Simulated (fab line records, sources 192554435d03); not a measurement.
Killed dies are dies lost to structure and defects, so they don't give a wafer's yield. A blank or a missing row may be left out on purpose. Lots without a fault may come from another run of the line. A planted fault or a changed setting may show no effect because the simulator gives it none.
Chamber matching | flow n5_finfet | N5_BEOL_M11_CURE_72 on uv_cure-02: 3 sister chambers
The step cures SiCOH lowk, time 120 s. 14 wafers are shown with their chamber, then 7 later ones without.

WAFERS WITH THEIR CHAMBER
wafer  | chamber | wafer_temp_C_max | lamp_power_pct (%)
L075.3 | 1       | 371.9            | 52.31
L075.4 | 1       | 372.1            | 52.31
L075.6 | 1       | 372.9            | 52.37
L074.1 | 0       | 371.7            | 52.27
L074.4 | 0       | 372.2            | 52.35
L074.5 | 0       | 372.7            | 52.35
L085.2 | 2       | 372.7            | 52.31
L085.3 | 2       | 373.3            | 52.23
L085.4 | 2       | 373.0            | 52.32
L084.2 | 0       | 372.3            | 52.33
L084.4 | 0       | 371.8            | 52.30
L084.6 | 0       | 372.5            | 52.31
L089.3 | 1       | 371.3            | 52.36
L089.4 | 1       | 371.4            | 52.21

SIGNATURES (means of the wafers above)
reading          | chamber 0 | chamber 1 | chamber 2 | scatter within a chamber
wafer_temp_C_max | 372.200   | 371.920   | 373.000   | 0.485
lamp_power_pct   | 52.3183   | 52.3120   | 52.2867   | 0.0485
Rule: a wafer's distance from a chamber is the root of the sum, over the readings, of the square of ((its reading less the chamber's mean) divided by the reading's scatter). The wafer belongs to the nearest chamber; if the next one is less than 2 further off, it can't be placed. The scatter: the root of (the sum of the squares of (reading less its chamber's mean) over the shown wafers, divided by (wafers less chambers)).

WAFERS WITHOUT THEIR CHAMBER
wafer  | wafer_temp_C_max | lamp_power_pct (%)
L089.5 | 371.5            | 52.33
L090.3 | 371.9            | 52.32
L090.4 | 372.1            | 52.25
L090.5 | 372.7            | 52.34
L094.1 | 372.2            | 52.38
L094.2 | 372.1            | 52.37
L094.3 | 372.9            | 52.33

WHICH CHAMBER EACH WENT THROUGH
wafer  | from the rows above          | in truth
L089.5 | can't be placed: 1 or 0      | 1
L090.3 | can't be placed: 1 or 0      | 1
L090.4 | can't be placed: 1 or 0 or 2 | 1
L090.5 | can't be placed: 0 or 2 or 1 | 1
L094.1 | can't be placed: 0 or 1 or 2 | 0
L094.2 | can't be placed: 0 or 1 or 2 | 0
L094.3 | can't be placed: 2 or 0 or 1 | 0
Placed correctly: 0 of 7. Can't be placed from these rows: 7 (the true chamber is among the candidates in 7). Placed wrongly: 0.
